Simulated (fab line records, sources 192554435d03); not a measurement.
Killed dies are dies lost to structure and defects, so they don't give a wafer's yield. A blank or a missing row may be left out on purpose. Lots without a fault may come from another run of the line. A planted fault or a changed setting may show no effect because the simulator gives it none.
Chamber matching | flow n5_finfet | N5_BEOL_M5_CURE_80 on uv_cure-03: 3 sister chambers
The step cures SiCOH lowk, time 120 s. 6 wafers are shown with their chamber, then 12 later ones without.

WAFERS WITH THEIR CHAMBER
wafer  | chamber | wafer_temp_C_max | lamp_power_pct (%)
L085.4 | 0       | 372.1            | 52.34
L085.5 | 0       | 372.0            | 52.29
L086.4 | 2       | 372.5            | 52.32
L086.6 | 2       | 372.3            | 52.36
L088.4 | 1       | 370.9            | 52.35
L088.6 | 1       | 371.2            | 52.32

WAFERS WITHOUT THEIR CHAMBER
wafer  | wafer_temp_C_max | lamp_power_pct (%)
L090.3 | 371.4            | 52.38
L090.4 | 372.6            | 52.34
L090.6 | 372.6            | 52.26
L091.2 | 371.5            | 52.43
L091.4 | 371.4            | 52.37
L091.6 | 371.8            | 52.27
L095.2 | 372.3            | 52.29
L095.3 | 371.4            | 52.33
L095.4 | 371.3            | 52.35
L097.1 | 371.8            | 52.28
L097.2 | 371.2            | 52.30
L097.3 | 371.5            | 52.35

WHICH CHAMBER EACH WENT THROUGH
wafer  | from the rows above     | in truth
L090.3 | 1                       | 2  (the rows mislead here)
L090.4 | 2                       | 2
L090.6 | can't be placed: 2 or 0 | 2
L091.2 | can't be placed: 1 or 0 | 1
L091.4 | 1                       | 1
L091.6 | 0                       | 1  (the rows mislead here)
L095.2 | can't be placed: 0 or 2 | 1
L095.3 | can't be placed: 1 or 0 | 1
L095.4 | 1                       | 1
L097.1 | 0                       | 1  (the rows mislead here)
L097.2 | 1                       | 1
L097.3 | can't be placed: 1 or 0 | 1
Placed correctly: 4 of 12. Can't be placed from these rows: 5 (the true chamber is among the candidates in 4). Placed wrongly: 3.
How it was worked out, from the rows above alone: a wafer's distance from a chamber is the root of the sum, over the readings, of the square of ((its reading less the chamber's mean) divided by the reading's scatter). The wafer belongs to the nearest chamber; if the next one is less than 2 further off, it can't be placed. A chamber's mean is the mean of its shown wafers. The scatter: the root of (the sum of the squares of (reading less its chamber's mean) over the shown wafers, divided by (wafers less chambers)).
